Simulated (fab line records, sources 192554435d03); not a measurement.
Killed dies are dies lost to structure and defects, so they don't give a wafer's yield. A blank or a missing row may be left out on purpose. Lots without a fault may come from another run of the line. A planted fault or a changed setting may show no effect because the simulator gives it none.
Which tool did it? | flow n5_finfet | 12 lots, 36 wafers sampled, at 1 step of a route of 1938

WHAT THE GAUGES READ, wafer by wafer
N5_BEOL_M9_THK_MEAS_53: measures by xrf.
lot  | measured     | on            | M9_THK (nm)
L074 | day 10 18:51 | film_metro-01 | 138 138 140
L079 | day 11 05:02 | film_metro-01 | 137 136 143
L078 | day 12 03:52 | film_metro-02 | 142 135 146
L080 | day 12 16:16 | film_metro-02 | 140 138 138
L083 | day 12 21:17 | film_metro-02 | 146 137 140
L085 | day 13 04:54 | film_metro-01 | 136 136 132
L087 | day 14 06:18 | film_metro-01 | 138 141 142
L088 | day 14 12:07 | film_metro-02 | 146 135 139
L092 | day 14 16:13 | film_metro-01 | 138 137 134
L093 | day 15 11:20 | film_metro-01 | 134 135 132
L094 | day 15 17:54 | film_metro-02 | 145 137 142
L097 | day 18 01:07 | film_metro-01 | 145 139 134

WHICH TOOL RAN EACH LOT (tool, then ch and the chambers of the sampled wafers, then the start)
The record holds no process step before these readings.

THE ANSWER, worked out from the rows above alone
Rule: what is usual is taken from the lots themselves. Put in order of their means at a reading, lots are off if they are a third of the lots or fewer, leave a main group of 4 or more, and stand apart from it by a gap of 3 or more times the standard deviation of the main group's means; of several such gaps the widest counts. A main group whose means are all the same, to the digits that the tables above print for the reading, isn't used. A lot without any number at a reading at which 4 lots or more have one is off too. The other lots that the step has rows for count as sound.
No lot is off at any reading shown: from this, nothing can be told.

WHAT THE SIMULATOR HAD PUT IN
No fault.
